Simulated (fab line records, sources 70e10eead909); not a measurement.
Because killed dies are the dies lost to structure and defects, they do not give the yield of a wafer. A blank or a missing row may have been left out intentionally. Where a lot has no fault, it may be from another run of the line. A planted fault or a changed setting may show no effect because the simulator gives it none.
Matching of chambers -- flow nand_harc -- 4 sister chambers for NHARC_A_SLIT_DESCUM_14 on rie_diel-04
The step chemistry O2, time 3 s. 4 wafers are shown with their chamber, then 9 later ones without.

## WAFERS WITH THEIR CHAMBER
wafer,chamber,drypump_motor_current_A (A)
L086.5,0,6.2
L087.1,3,5.8
L087.4,2,5.3
L087.6,1,5.5

## WAFERS WHOSE CHAMBER IS MISSING
wafer,drypump_motor_current_A (A)
L090.2,5.4
L090.3,6.1
L090.5,5.3
L093.1,5.3
L093.2,5.5
L093.3,6.1
L096.1,5.8
L096.3,5.4
L096.6,5.4

## EACH ONE'S CHAMBER
wafer,from the rows above,in truth
L090.2,can't be placed: 1 or 2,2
L090.3,0,0
L090.5,2,2
L093.1,2,2
L093.2,1,1
L093.3,0,0
L096.1,3,3
L096.3,can't be placed: 1 or 2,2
L096.6,can't be placed: 1 or 2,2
6 of 9 placed correctly. Cannot be placed on the basis of these rows: 3; the candidates contain the true chamber in 3. Number placed wrongly: 0.
How it was worked out, from the rows above alone: a wafer's distance from a chamber is the root of the sum, over the readings, of the square of ((its reading less the chamber's mean) divided by the reading's scatter). If the next closest chamber is less than 2 further off than the closest, the wafer can't be placed; otherwise it belongs to the closest. For every chamber, the mean is computed from those of its wafers that are shown. The scatter: with one shown wafer a chamber, the root of the mean of the squares of how far each hidden wafer lies from its nearest shown one.
